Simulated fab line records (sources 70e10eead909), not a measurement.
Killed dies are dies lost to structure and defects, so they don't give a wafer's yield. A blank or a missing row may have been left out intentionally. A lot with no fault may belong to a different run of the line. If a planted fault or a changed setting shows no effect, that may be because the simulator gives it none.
fab line records / flow nand_harc
[record] lots = 6 wafers = 18 last_day = 25
route steps=1159 shown P_M1@305 P_M2@318
lots that met no fault: taken from a fault-free run of the same line
start_h: the number of hours between the record's first day and the start of the first shown wafer of the lot / wait_h: hours elapsed since this lot's preceding step / " identical to the entry in the row above / L1.1+2: a row that stands for several wafers / - no value present, or no start provided / * or withheld: withheld / < > ~ a bound
route shown NAME@n: NAME is a module with steps in the file, n the number in the route of the first one / usual: the fault-free wafers' mean and standard deviation / same: alike in all rows / chamber/n: place in a boat / sites: the reading at each site / _std_site: their standard deviation / _edge_site: the outer-site mean with the inner-site mean subtracted / radius_mm: for every site, how far away it sits from the centre of the wafer / mask NAME#n: copy n / behind: the last tool/chamber to shape the wafer / hold: cause of the lot's hold/its duration in hours/its outcome / device: which transistor (n, p or np) failed to switch / end of line: the same wafers' tests at the end of the route / for a step that has no rows: nothing shown but its recipe / killed: dies lost to structure and defects at the first sort, not the wafer's yield / map: per-die view of a wafer (x killed, . not killed, _ where there is no die)
set.NAME: the setting that was run; set.NAME@STEP: the one run at that earlier step / model.NAME: the simulator's own value behind a step, which no gauge read
certain route steps with their lots: each step a table, each wafer a row
services: the hour from which a tool's chamber was out of use, counted from the record's first day as start_h (under 0 if before that day), plus the number of hours and why
[[steps]]
[step NHARC_P_M1_DEGAS_29]
[recipe] temp_c = 250 time_s = 60
[usual] heater_power_w = 333/46
lot.wafer=L512.1 tool=pvd_sputter-01 chamber=- start_h=141.51 wait_h=- heater_power_w=263
lot.wafer=L512.3 tool=pvd_sputter-01 chamber=- start_h=141.51 wait_h=- heater_power_w=406
lot.wafer=L512.4 tool=pvd_sputter-01 chamber=- start_h=141.51 wait_h=- heater_power_w=331
lot.wafer=L517.3 tool=pvd_sputter-01 chamber=- start_h=189.78 wait_h=- heater_power_w=398
lot.wafer=L517.1 tool=pvd_sputter-01 chamber=- start_h=189.78 wait_h=- heater_power_w=348
lot.wafer=L517.6 tool=pvd_sputter-01 chamber=- start_h=189.78 wait_h=- heater_power_w=391
lot.wafer=L522.3 tool=pvd_sputter-02 chamber=- start_h=200.03 wait_h=- heater_power_w=399
lot.wafer=L522.1 tool=pvd_sputter-02 chamber=- start_h=200.03 wait_h=- heater_power_w=343
lot.wafer=L522.2 tool=pvd_sputter-02 chamber=- start_h=200.03 wait_h=- heater_power_w=309
lot.wafer=L527.4 tool=pvd_sputter-02 chamber=- start_h=230.82 wait_h=- heater_power_w=331
lot.wafer=L527.5 tool=pvd_sputter-02 chamber=- start_h=230.82 wait_h=- heater_power_w=309
lot.wafer=L527.6 tool=pvd_sputter-02 chamber=- start_h=230.82 wait_h=- heater_power_w=337
lot.wafer=L530.4 tool=pvd_sputter-02 chamber=- start_h=254.19 wait_h=- heater_power_w=331
lot.wafer=L530.1 tool=pvd_sputter-02 chamber=- start_h=254.19 wait_h=- heater_power_w=412
lot.wafer=L530.6 tool=pvd_sputter-02 chamber=- start_h=254.19 wait_h=- heater_power_w=324
lot.wafer=L531.4 tool=pvd_sputter-01 chamber=- start_h=258.02 wait_h=- heater_power_w=350
lot.wafer=L531.3 tool=pvd_sputter-01 chamber=- start_h=258.02 wait_h=- heater_power_w=257
lot.wafer=L531.5 tool=pvd_sputter-01 chamber=- start_h=258.02 wait_h=- heater_power_w=291
[step NHARC_P_M1_PRE_CLEAN_30]
[recipe] time_s = 30 temp_c = 280 gas = H2/He
[step NHARC_P_M1_PVD_20]
[recipe] target_thk_a = 50 bias_v = 168.6 power_w = 15000 chamber_pressure_pa = 0.12 time_s = 8.06 substrate_temp_c = 50 material = TaN
[usual] cathode_dc_power_W = 15000/2.8 throttle_valve_pct = 29.7/0.79
lot.wafer=L512.4 tool=pvd_sputter-01 chamber=- start_h=- wait_h=- cathode_dc_power_W=14999 throttle_valve_pct=29.6
lot.wafer=L512.3 tool=pvd_sputter-01 chamber=- start_h=- wait_h=- cathode_dc_power_W=14999 throttle_valve_pct=28.4
lot.wafer=L512.1 tool=pvd_sputter-01 chamber=- start_h=- wait_h=- cathode_dc_power_W=14998 throttle_valve_pct=30.0
lot.wafer=L517.1 tool=pvd_sputter-01 chamber=- start_h=- wait_h=- cathode_dc_power_W=15001 throttle_valve_pct=30.1
lot.wafer=L517.3 tool=pvd_sputter-01 chamber=- start_h=- wait_h=- cathode_dc_power_W=14998 throttle_valve_pct=29.1
lot.wafer=L517.6 tool=pvd_sputter-01 chamber=- start_h=- wait_h=- cathode_dc_power_W=14999 throttle_valve_pct=29.9
lot.wafer=L522.3 tool=pvd_sputter-02 chamber=- start_h=- wait_h=- cathode_dc_power_W=14998 throttle_valve_pct=30.0
lot.wafer=L522.2 tool=pvd_sputter-02 chamber=- start_h=- wait_h=- cathode_dc_power_W=14998 throttle_valve_pct=29.6
lot.wafer=L522.1 tool=pvd_sputter-02 chamber=- start_h=- wait_h=- cathode_dc_power_W=14999 throttle_valve_pct=30.4
lot.wafer=L527.4 tool=pvd_sputter-02 chamber=- start_h=- wait_h=- cathode_dc_power_W=15002 throttle_valve_pct=29.9
lot.wafer=L527.6 tool=pvd_sputter-02 chamber=- start_h=- wait_h=- cathode_dc_power_W=15002 throttle_valve_pct=30.4
lot.wafer=L527.5 tool=pvd_sputter-02 chamber=- start_h=- wait_h=- cathode_dc_power_W=14997 throttle_valve_pct=30.6
lot.wafer=L530.1 tool=pvd_sputter-02 chamber=- start_h=- wait_h=- cathode_dc_power_W=14997 throttle_valve_pct=30.3
lot.wafer=L530.4 tool=pvd_sputter-02 chamber=- start_h=- wait_h=- cathode_dc_power_W=15005 throttle_valve_pct=29.5
lot.wafer=L530.6 tool=pvd_sputter-02 chamber=- start_h=- wait_h=- cathode_dc_power_W=14998 throttle_valve_pct=29.9
lot.wafer=L531.4 tool=pvd_sputter-01 chamber=- start_h=- wait_h=- cathode_dc_power_W=15002 throttle_valve_pct=29.9
lot.wafer=L531.3 tool=pvd_sputter-01 chamber=- start_h=- wait_h=- cathode_dc_power_W=15000 throttle_valve_pct=30.4
lot.wafer=L531.5 tool=pvd_sputter-01 chamber=- start_h=- wait_h=- cathode_dc_power_W=15000 throttle_valve_pct=29.1
[step NHARC_P_M1_PVD_21]
[recipe] target_thk_a = 300 chamber_pressure_pa = 5 power_w = 5000 substrate_temp_c = 30 time_s = 20.49 material = Cu
[usual] cathode_dc_power_W = 5000.0/0.98 throttle_valve_pct = 29.6/0.81
lot.wafer=L512.1 tool=pvd_sputter-01 chamber=- start_h=- wait_h=- cathode_dc_power_W=5000.1 throttle_valve_pct=29.1
lot.wafer=L512.3 tool=pvd_sputter-01 chamber=- start_h=- wait_h=- cathode_dc_power_W=5000.7 throttle_valve_pct=28.2
lot.wafer=L512.4 tool=pvd_sputter-01 chamber=- start_h=- wait_h=- cathode_dc_power_W=4999.7 throttle_valve_pct=29.8
lot.wafer=L517.3 tool=pvd_sputter-01 chamber=- start_h=- wait_h=- cathode_dc_power_W=4999.8 throttle_valve_pct=30.3
lot.wafer=L517.1 tool=pvd_sputter-01 chamber=- start_h=- wait_h=- cathode_dc_power_W=5000.3 throttle_valve_pct=30.1
lot.wafer=L517.6 tool=pvd_sputter-01 chamber=- start_h=- wait_h=- cathode_dc_power_W=4999.8 throttle_valve_pct=29.1
lot.wafer=L522.3 tool=pvd_sputter-02 chamber=- start_h=- wait_h=- cathode_dc_power_W=4999.5 throttle_valve_pct=28.2
lot.wafer=L522.1 tool=pvd_sputter-02 chamber=- start_h=- wait_h=- cathode_dc_power_W=4999.4 throttle_valve_pct=30.4
lot.wafer=L522.2 tool=pvd_sputter-02 chamber=- start_h=- wait_h=- cathode_dc_power_W=5000.1 throttle_valve_pct=29.8
lot.wafer=L527.4 tool=pvd_sputter-02 chamber=- start_h=- wait_h=- cathode_dc_power_W=5000.8 throttle_valve_pct=30.6
lot.wafer=L527.5 tool=pvd_sputter-02 chamber=- start_h=- wait_h=- cathode_dc_power_W=5000.6 throttle_valve_pct=30.4
lot.wafer=L527.6 tool=pvd_sputter-02 chamber=- start_h=- wait_h=- cathode_dc_power_W=4999.2 throttle_valve_pct=29.8
lot.wafer=L530.4 tool=pvd_sputter-02 chamber=- start_h=- wait_h=- cathode_dc_power_W=5000.5 throttle_valve_pct=31.2
lot.wafer=L530.1 tool=pvd_sputter-02 chamber=- start_h=- wait_h=- cathode_dc_power_W=4998.1 throttle_valve_pct=29.7
lot.wafer=L530.6 tool=pvd_sputter-02 chamber=- start_h=- wait_h=- cathode_dc_power_W=4999.6 throttle_valve_pct=29.4
lot.wafer=L531.4 tool=pvd_sputter-01 chamber=- start_h=- wait_h=- cathode_dc_power_W=5002.0 throttle_valve_pct=30.2
lot.wafer=L531.3 tool=pvd_sputter-01 chamber=- start_h=- wait_h=- cathode_dc_power_W=4998.6 throttle_valve_pct=30.2
lot.wafer=L531.5 tool=pvd_sputter-01 chamber=- start_h=- wait_h=- cathode_dc_power_W=4999.3 throttle_valve_pct=30.0
[step NHARC_P_M1_ECD_22]
[recipe] target_thk_a = 4000 bath_temp_c = 25 material = Cu
[step NHARC_P_M1_ANNEAL_31]
[recipe] temp_c = 225 time_s = 90
[usual] anneal_temp_c_max = 225.71/0.2 wafer_temp_C_max = 226.4/0.44
lot.wafer=L512.1 tool=rtp_anneal-02 chamber=0 start_h=142.34 wait_h=0.4 anneal_temp_c_max=225.70 wafer_temp_C_max=226.6
lot.wafer=L512.3 tool=rtp_anneal-02 chamber=0 start_h=142.34 wait_h=0.4 anneal_temp_c_max=225.71 wafer_temp_C_max=227.2
lot.wafer=L512.4 tool=rtp_anneal-02 chamber=0 start_h=142.34 wait_h=0.4 anneal_temp_c_max=225.68 wafer_temp_C_max=226.4
lot.wafer=L517.1 tool=rtp_anneal-02 chamber=0 start_h=190.51 wait_h=0.3 anneal_temp_c_max=225.71 wafer_temp_C_max=226.8
lot.wafer=L517.3 tool=rtp_anneal-02 chamber=0 start_h=190.51 wait_h=0.3 anneal_temp_c_max=225.72 wafer_temp_C_max=226.5
lot.wafer=L517.6 tool=rtp_anneal-02 chamber=0 start_h=190.51 wait_h=0.3 anneal_temp_c_max=225.53 wafer_temp_C_max=226.9
lot.wafer=L522.1 tool=rtp_anneal-02 chamber=0 start_h=200.78 wait_h=0.3 anneal_temp_c_max=225.83 wafer_temp_C_max=227.3
lot.wafer=L522.2 tool=rtp_anneal-02 chamber=0 start_h=200.78 wait_h=0.3 anneal_temp_c_max=225.59 wafer_temp_C_max=226.9
lot.wafer=L522.3 tool=rtp_anneal-02 chamber=0 start_h=200.78 wait_h=0.3 anneal_temp_c_max=225.90 wafer_temp_C_max=226.7
lot.wafer=L527.4 tool=rtp_anneal-01 chamber=0 start_h=231.79 wait_h=- anneal_temp_c_max=225.81 wafer_temp_C_max=226.5
lot.wafer=L527.5 tool=rtp_anneal-01 chamber=0 start_h=231.79 wait_h=- anneal_temp_c_max=225.46 wafer_temp_C_max=225.9
lot.wafer=L527.6 tool=rtp_anneal-01 chamber=0 start_h=231.79 wait_h=- anneal_temp_c_max=225.79 wafer_temp_C_max=226.1
lot.wafer=L530.1 tool=rtp_anneal-01 chamber=0 start_h=255.14 wait_h=0.5 anneal_temp_c_max=225.77 wafer_temp_C_max=225.7
lot.wafer=L530.4 tool=rtp_anneal-01 chamber=0 start_h=255.14 wait_h=0.5 anneal_temp_c_max=225.33 wafer_temp_C_max=226.0
lot.wafer=L530.6 tool=rtp_anneal-01 chamber=0 start_h=255.14 wait_h=0.5 anneal_temp_c_max=225.68 wafer_temp_C_max=225.8
lot.wafer=L531.3 tool=rtp_anneal-02 chamber=0 start_h=258.86 wait_h=0.3 anneal_temp_c_max=225.76 wafer_temp_C_max=226.4
lot.wafer=L531.4 tool=rtp_anneal-02 chamber=0 start_h=258.86 wait_h=0.3 anneal_temp_c_max=226.25 wafer_temp_C_max=226.6
lot.wafer=L531.5 tool=rtp_anneal-02 chamber=0 start_h=258.86 wait_h=0.3 anneal_temp_c_max=225.75 wafer_temp_C_max=226.7
[step NHARC_P_M1_CMP_23]
[recipe] t_overpolish_s = 20 target_thk_nm = 157.82
[usual] motor_current_A = 12.0/1.2 time_to_endpoint_s = 28.9/1.7
lot.wafer=L512.4 tool=cmp-04 chamber=0 start_h=142.69 wait_h=- motor_current_A=11.7 time_to_endpoint_s=28.6
lot.wafer=L512.1 tool=cmp-04 chamber=1 start_h=142.69 wait_h=- motor_current_A=11.9 time_to_endpoint_s=27.1
lot.wafer=L512.3 tool=cmp-04 chamber=3 start_h=142.69 wait_h=- motor_current_A=13.4 time_to_endpoint_s=32.6
lot.wafer=L517.3 tool=cmp-01 chamber=3 start_h=190.92 wait_h=- motor_current_A=11.1 time_to_endpoint_s=27.3
lot.wafer=L517.1 tool=cmp-01 chamber=0 start_h=190.92 wait_h=- motor_current_A=10.4 time_to_endpoint_s=27.3
lot.wafer=L517.6 tool=cmp-01 chamber=1 start_h=190.92 wait_h=- motor_current_A=13.3 time_to_endpoint_s=31.1
lot.wafer=L522.2 tool=cmp-03 chamber=0 start_h=201.12 wait_h=- motor_current_A=13.1 time_to_endpoint_s=31.8
lot.wafer=L522.3 tool=cmp-03 chamber=2 start_h=201.12 wait_h=- motor_current_A=12.0 time_to_endpoint_s=28.6
lot.wafer=L522.1 tool=cmp-03 chamber=3 start_h=201.12 wait_h=- motor_current_A=13.9 time_to_endpoint_s=30.5
lot.wafer=L527.4 tool=cmp-04 chamber=2 start_h=231.98 wait_h=- motor_current_A=11.0 time_to_endpoint_s=28.3
lot.wafer=L527.6 tool=cmp-04 chamber=2 start_h=231.98 wait_h=- motor_current_A=11.5 time_to_endpoint_s=25.5
lot.wafer=L527.5 tool=cmp-04 chamber=3 start_h=231.98 wait_h=- motor_current_A=13.0 time_to_endpoint_s=28.1
lot.wafer=L530.1 tool=cmp-01 chamber=1 start_h=255.48 wait_h=- motor_current_A=14.5 time_to_endpoint_s=30.1
lot.wafer=L530.4 tool=cmp-01 chamber=3 start_h=255.48 wait_h=- motor_current_A=11.0 time_to_endpoint_s=29.7
lot.wafer=L530.6 tool=cmp-01 chamber=1 start_h=255.48 wait_h=- motor_current_A=13.3 time_to_endpoint_s=30.8
lot.wafer=L531.4 tool=cmp-04 chamber=1 start_h=259.10 wait_h=- motor_current_A=11.5 time_to_endpoint_s=29.1
lot.wafer=L531.3 tool=cmp-04 chamber=3 start_h=259.10 wait_h=- motor_current_A=13.1 time_to_endpoint_s=32.7
lot.wafer=L531.5 tool=cmp-04 chamber=1 start_h=259.10 wait_h=- motor_current_A=10.5 time_to_endpoint_s=32.0
[step NHARC_P_M1_THK_MEAS_24]
[recipe] thk_meas_gauge = xrf
[usual] thk_nm = 157.7/1.5
lot.wafer=L512.1 tool=film_metro-01 chamber=- start_h=143.00 wait_h=- thk_nm=154.7
lot.wafer=L512.3 tool=film_metro-01 chamber=- start_h=143.00 wait_h=- thk_nm=156.4
lot.wafer=L512.4 tool=film_metro-01 chamber=- start_h=143.00 wait_h=- thk_nm=160.1
lot.wafer=L517.1 tool=film_metro-01 chamber=- start_h=191.18 wait_h=- thk_nm=154.7
lot.wafer=L517.3 tool=film_metro-01 chamber=- start_h=191.18 wait_h=- thk_nm=157.1
lot.wafer=L517.6 tool=film_metro-01 chamber=- start_h=191.18 wait_h=- thk_nm=155.6
lot.wafer=L522.1 tool=film_metro-02 chamber=- start_h=201.43 wait_h=- thk_nm=156.6
lot.wafer=L522.2 tool=film_metro-02 chamber=- start_h=201.43 wait_h=- thk_nm=158.4
lot.wafer=L522.3 tool=film_metro-02 chamber=- start_h=201.43 wait_h=- thk_nm=158.9
lot.wafer=L527.4 tool=film_metro-01 chamber=- start_h=232.30 wait_h=- thk_nm=156.4
lot.wafer=L527.5 tool=film_metro-01 chamber=- start_h=232.30 wait_h=- thk_nm=157.2
lot.wafer=L527.6 tool=film_metro-01 chamber=- start_h=232.30 wait_h=- thk_nm=157.6
lot.wafer=L530.1 tool=film_metro-02 chamber=- start_h=255.80 wait_h=- thk_nm=157.2
lot.wafer=L530.4 tool=film_metro-02 chamber=- start_h=255.80 wait_h=- thk_nm=157.9
lot.wafer=L530.6 tool=film_metro-02 chamber=- start_h=255.80 wait_h=- thk_nm=157.3
lot.wafer=L531.3 tool=film_metro-02 chamber=- start_h=259.43 wait_h=- thk_nm=156.6
lot.wafer=L531.4 tool=film_metro-02 chamber=- start_h=259.43 wait_h=- thk_nm=156.8
lot.wafer=L531.5 tool=film_metro-02 chamber=- start_h=259.43 wait_h=- thk_nm=157.4
[step NHARC_P_M1_SRD_25]
[step NHARC_P_M1_INSPECT_27]
[usual] raw_defect_count = 308/150
lot.wafer=L512.1 tool=defect_inspect-01 chamber=- start_h=143.16 wait_h=0.0 raw_defect_count=230
lot.wafer=L512.3 tool=defect_inspect-01 chamber=- start_h=143.16 wait_h=0.0 raw_defect_count=203
lot.wafer=L512.4 tool=defect_inspect-01 chamber=- start_h=143.16 wait_h=0.0 raw_defect_count=268
lot.wafer=L517.1 tool=defect_inspect-02 chamber=- start_h=191.33 wait_h=0.0 raw_defect_count=521
lot.wafer=L517.3 tool=defect_inspect-02 chamber=- start_h=191.33 wait_h=0.0 raw_defect_count=342
lot.wafer=L517.6 tool=defect_inspect-02 chamber=- start_h=191.33 wait_h=0.0 raw_defect_count=347
lot.wafer=L522.1 tool=defect_inspect-01 chamber=- start_h=201.59 wait_h=0.0 raw_defect_count=475
lot.wafer=L522.2 tool=defect_inspect-01 chamber=- start_h=201.59 wait_h=0.0 raw_defect_count=500
lot.wafer=L522.3 tool=defect_inspect-01 chamber=- start_h=201.59 wait_h=0.0 raw_defect_count=515
lot.wafer=L527.4 tool=defect_inspect-02 chamber=- start_h=232.46 wait_h=0.0 raw_defect_count=237
lot.wafer=L527.5 tool=defect_inspect-02 chamber=- start_h=232.46 wait_h=0.0 raw_defect_count=174
lot.wafer=L527.6 tool=defect_inspect-02 chamber=- start_h=232.46 wait_h=0.0 raw_defect_count=246
lot.wafer=L530.1 tool=defect_inspect-01 chamber=- start_h=255.95 wait_h=0.0 raw_defect_count=267
lot.wafer=L530.4 tool=defect_inspect-01 chamber=- start_h=255.95 wait_h=0.0 raw_defect_count=565
lot.wafer=L530.6 tool=defect_inspect-01 chamber=- start_h=255.95 wait_h=0.0 raw_defect_count=357
lot.wafer=L531.3 tool=defect_inspect-01 chamber=- start_h=259.58 wait_h=0.0 raw_defect_count=208
lot.wafer=L531.4 tool=defect_inspect-01 chamber=- start_h=259.58 wait_h=0.0 raw_defect_count=197
lot.wafer=L531.5 tool=defect_inspect-01 chamber=- start_h=259.58 wait_h=0.0 raw_defect_count=277
[step NHARC_P_M1_PRE_CLEAN_32]
[recipe] time_s = 12 temp_c = 370 rf_power_w = 300 gas = NH3
[step NHARC_P_M1_DEP_33]
[recipe] target_thk_a = 300 temp_c = 370 target_thk_nm = 30 pressure_torr = 3 flow_sccm = 200 rf_w = 450 material = SiCN
[usual] chamber_pressure_Torr = 3.001/0.0067 heater_power_outer_w = 331/42 heater_power_w = 601/54
lot.wafer=L512.1 tool=pecvd-04 chamber=1 start_h=143.35 wait_h=0.1 chamber_pressure_Torr=3.000 heater_power_outer_w=337 heater_power_w=607
lot.wafer=L512.3 tool=pecvd-04 chamber=2 start_h=143.35 wait_h=0.1 chamber_pressure_Torr=2.997 heater_power_outer_w=343 heater_power_w=642
lot.wafer=L512.4 tool=pecvd-04 chamber=0 start_h=143.35 wait_h=0.1 chamber_pressure_Torr=2.995 heater_power_outer_w=369 heater_power_w=636
lot.wafer=L517.1 tool=pecvd-04 chamber=2 start_h=191.48 wait_h=0.1 chamber_pressure_Torr=- heater_power_outer_w=- heater_power_w=-
lot.wafer=L517.3 tool=pecvd-04 chamber=0 start_h=191.48 wait_h=0.1 chamber_pressure_Torr=- heater_power_outer_w=- heater_power_w=-
lot.wafer=L517.6 tool=pecvd-04 chamber=1 start_h=191.48 wait_h=0.1 chamber_pressure_Torr=- heater_power_outer_w=- heater_power_w=-
lot.wafer=L522.2 tool=pecvd-03 chamber=0 start_h=201.74 wait_h=0.1 chamber_pressure_Torr=- heater_power_outer_w=- heater_power_w=-
lot.wafer=L522.1 tool=pecvd-03 chamber=1 start_h=201.74 wait_h=0.1 chamber_pressure_Torr=- heater_power_outer_w=- heater_power_w=-
lot.wafer=L522.3 tool=pecvd-03 chamber=2 start_h=201.74 wait_h=0.1 chamber_pressure_Torr=- heater_power_outer_w=- heater_power_w=-
lot.wafer=L527.4 tool=pecvd-03 chamber=1 start_h=233.66 wait_h=0.2 chamber_pressure_Torr=3.006 heater_power_outer_w=266 heater_power_w=514
lot.wafer=L527.5 tool=pecvd-03 chamber=1 start_h=233.66 wait_h=0.2 chamber_pressure_Torr=2.999 heater_power_outer_w=261 heater_power_w=519
lot.wafer=L527.6 tool=pecvd-03 chamber=2 start_h=233.66 wait_h=0.2 chamber_pressure_Torr=3.015 heater_power_outer_w=340 heater_power_w=638
lot.wafer=L530.1 tool=pecvd-02 chamber=1 start_h=256.10 wait_h=0.1 chamber_pressure_Torr=3.002 heater_power_outer_w=294 heater_power_w=579
lot.wafer=L530.4 tool=pecvd-02 chamber=2 start_h=256.10 wait_h=0.1 chamber_pressure_Torr=3.002 heater_power_outer_w=364 heater_power_w=627
lot.wafer=L530.6 tool=pecvd-02 chamber=0 start_h=256.10 wait_h=0.1 chamber_pressure_Torr=3.006 heater_power_outer_w=390 heater_power_w=627
lot.wafer=L531.3 tool=pecvd-02 chamber=0 start_h=259.73 wait_h=0.1 chamber_pressure_Torr=3.003 heater_power_outer_w=362 heater_power_w=595
lot.wafer=L531.4 tool=pecvd-02 chamber=0 start_h=259.73 wait_h=0.1 chamber_pressure_Torr=2.996 heater_power_outer_w=360 heater_power_w=602
lot.wafer=L531.5 tool=pecvd-02 chamber=1 start_h=259.73 wait_h=0.1 chamber_pressure_Torr=3.004 heater_power_outer_w=276 heater_power_w=549
[step NHARC_P_M2_DEP_00]
[recipe] target_thk_a = 1825 target_thk_nm = 182.5 temp_c = withheld pressure_torr = 5 flow_sccm = 200 rf_w = 600 material = SiOC
[[services]]
tool=pecvd-03 chamber=0 start_h=124.00 hours=- kind=clean
tool=pecvd-03 chamber=1 start_h=124.00 hours=- kind=clean
tool=pecvd-03 chamber=2 start_h=124.00 hours=- kind=clean
tool=pecvd-02 chamber=- start_h=153.17 hours=13.0 kind=pm
tool=pecvd-02 chamber=0 start_h=153.17 hours=13.0 kind=vent_cycle
tool=pecvd-02 chamber=1 start_h=153.17 hours=13.0 kind=vent_cycle
tool=pecvd-02 chamber=2 start_h=153.17 hours=13.0 kind=vent_cycle
tool=cmp-03 chamber=- start_h=156.00 hours=4.0 kind=pm
tool=pvd_sputter-01 chamber=- start_h=161.99 hours=10.0 kind=pm
tool=pecvd-02 chamber=0 start_h=166.17 hours=- kind=clean
tool=pecvd-02 chamber=1 start_h=166.17 hours=- kind=clean
tool=cmp-01 chamber=- start_h=179.50 hours=4.0 kind=pm
tool=cmp-03 chamber=- start_h=185.05 hours=2.0 kind=repair
tool=pecvd-04 chamber=- start_h=195.95 hours=13.0 kind=pm
tool=cmp-04 chamber=- start_h=203.95 hours=4.0 kind=pm
tool=cmp-04 chamber=- start_h=207.95 hours=- kind=consumable_replace:conditioner
tool=cmp-04 chamber=- start_h=207.95 hours=- kind=consumable_replace:pad
tool=pvd_sputter-02 chamber=- start_h=214.06 hours=10.0 kind=pm
tool=cmp-01 chamber=- start_h=214.97 hours=20.2 kind=repair
tool=cmp-03 chamber=- start_h=224.12 hours=11.0 kind=repair
tool=pecvd-04 chamber=2 start_h=229.12 hours=7.9 kind=repair
tool=pecvd-03 chamber=0 start_h=231.24 hours=10.6 kind=repair
tool=cmp-03 chamber=- start_h=254.11 hours=4.0 kind=pm
tool=cmp-01 chamber=- start_h=254.26 hours=0.6 kind=repair
[[key]]
[first_sign] step = NHARC_P_M1_DEP_33 reading = tool_record direction = missing
effect none on later readings
met_at NHARC_P_M1_DEP_33
struck_wafers L517.1,L517.3,L517.6,L522.1,L522.2,L522.3
sort_left_out L517.1,L517.3,L517.6,L522.1,L522.2,L522.3
onset_between 143.35 191.48
[fault] kind = skipped_step_whole tool = pecvd-03,pecvd-04 chamber = - onset_h = 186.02 steps = NHARC_P_M1_DEP_33 scope = struck_lots_only
// sort_left_out: the simulated sort isn't trusted on such a fault, so these wafers' sort isn't shown, and their yield isn't known
